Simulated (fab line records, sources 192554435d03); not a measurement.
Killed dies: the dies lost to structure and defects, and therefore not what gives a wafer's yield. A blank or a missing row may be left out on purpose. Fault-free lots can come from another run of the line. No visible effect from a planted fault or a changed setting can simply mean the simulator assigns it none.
Chamber matching -- flow n5Finfet -- cmp-01 running N5_GATE_CUT_CMP_43: 4 sister chambers
The step polishes SiO2. 4 wafers are shown with their chamber, then 7 later ones without.

## WAFERS WITH THEIR CHAMBER
wafer,chamber,motorCurrentA (A)
L074.4,1,12.6
L079.6,2,12.2
L084.1,3,12.2
L084.3,0,12.9

## WAFERS WITH NO CHAMBER GIVEN
wafer,motorCurrentA (A)
L084.4,12.1
L086.2,12.3
L086.4,12.9
L086.5,11.9
L097.1,12.4
L097.5,12.1
L097.6,13.0

## THE CHAMBER EACH PASSED THROUGH
wafer,from the rows above,in truth
L084.4,can't be placed: 2 or 3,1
L086.2,can't be placed: 2 or 3 or 1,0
L086.4,can't be placed: 0 or 1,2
L086.5,can't be placed: 2 or 3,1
L097.1,can't be placed: 1 or 2 or 3 or 0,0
L097.5,can't be placed: 2 or 3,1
L097.6,can't be placed: 0 or 1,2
0 of 7 placed correctly. These rows do not allow placing 7 (true chamber among the candidates in 1). Number placed wrongly: 0.
How it was worked out, from the rows above alone: a wafer's distance from a chamber is the root of the sum, over the readings, of the square of ((its reading less the chamber's mean) divided by the reading's scatter). If the next closest chamber is less than 2 further off than the closest, the wafer can't be placed; otherwise it belongs to the closest. A chamber's mean is the mean of its shown wafers. The scatter: with one shown wafer a chamber, the root of the mean of the squares of how far each hidden wafer lies from its nearest shown one.
